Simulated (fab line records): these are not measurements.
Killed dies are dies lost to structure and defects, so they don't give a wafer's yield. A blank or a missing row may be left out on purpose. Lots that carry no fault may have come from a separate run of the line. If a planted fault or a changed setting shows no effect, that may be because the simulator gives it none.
Chamber matching    flow n5Finfet    rieDiel-01 running N5_GATE_CUT_ETCH_36: 4 sister chambers
The step etches SiARC in CF4, target depth 13 nm, time 21.7 s. 18 wafers are shown with their chamber, then 9 later ones without.

## WAFERS, EACH WITH ITS CHAMBER
wafer   chamber  showerheadPlenumPTorr (Torr)  drypumpMotorCurrentA (A)  etchRfOnTimeS (s)
L075.3  0        2.12                          4.9                       21.9
L075.4  2        2.08                          5.2                       21.8
L075.6  3        2.25                          5.6                       22.0
L076.1  2        2.08                          5.2                       21.7
L076.3  0        2.12                          5.0                       21.8
L076.5  3        2.25                          5.6                       21.9
L077.1  1        2.10                          5.8                       21.4
L077.2  2        2.08                          5.2                       22.2
L077.3  3        2.25                          5.6                       21.8
L078.1  3        2.25                          5.6                       21.9
L078.5  3        2.25                          5.6                       22.2
L078.6  2        2.08                          5.2                       22.1
L079.3  0        2.11                          5.0                       21.6
L079.5  0        2.11                          5.0                       21.4
L079.6  1        2.10                          5.7                       20.9
L087.1  0        2.11                          4.9                       22.0
L087.4  1        2.09                          5.7                       21.3
L087.5  0        2.11                          4.9                       22.0

SIGNATURES, as means of the wafers listed above
reading                chamber 0  chamber 1  chamber 2  chamber 3  scatter within a chamber
showerheadPlenumPTorr  2.1133     2.0967     2.0800     2.2500     0.00378
drypumpMotorCurrentA   4.950      5.733      5.200      5.600      0.0393
etchRfOnTimeS          21.783     21.200     21.950     21.960     0.222
Rule: distance of a wafer from a chamber = root of the sum over the readings of ((wafer's reading minus chamber's mean) / reading's scatter) squared. The wafer belongs to the nearest chamber; if the next one is less than 2 further off, it can't be placed. The scatter is the square root of a quotient: the sum, over the shown wafers, of each reading's squared deviation from its chamber's mean, divided by wafers minus chambers.

## WAFERS MISSING THEIR CHAMBER
wafer   showerheadPlenumPTorr (Torr)  drypumpMotorCurrentA (A)  etchRfOnTimeS (s)
L092.4  2.24                          5.5                       21.9
L092.5  2.11                          5.0                       22.3
L092.6  2.07                          5.2                       22.1
L094.1  2.11                          5.0                       22.1
L094.4  2.09                          5.8                       21.4
L094.5  2.07                          5.2                       22.1
L096.3  2.09                          5.8                       21.2
L096.4  2.07                          5.2                       21.8
L096.6  2.11                          5.0                       22.2

## EACH ONE'S CHAMBER
wafer   from the rows above  in truth
L092.4  3                    3
L092.5  0                    0
L092.6  2                    2
L094.1  0                    0
L094.4  1                    1
L094.5  2                    2
L096.3  1                    1
L096.4  2                    2
L096.6  0                    0
Placed correctly: 9 of 9. Not placeable from these rows: 0. Placed wrongly: 0.
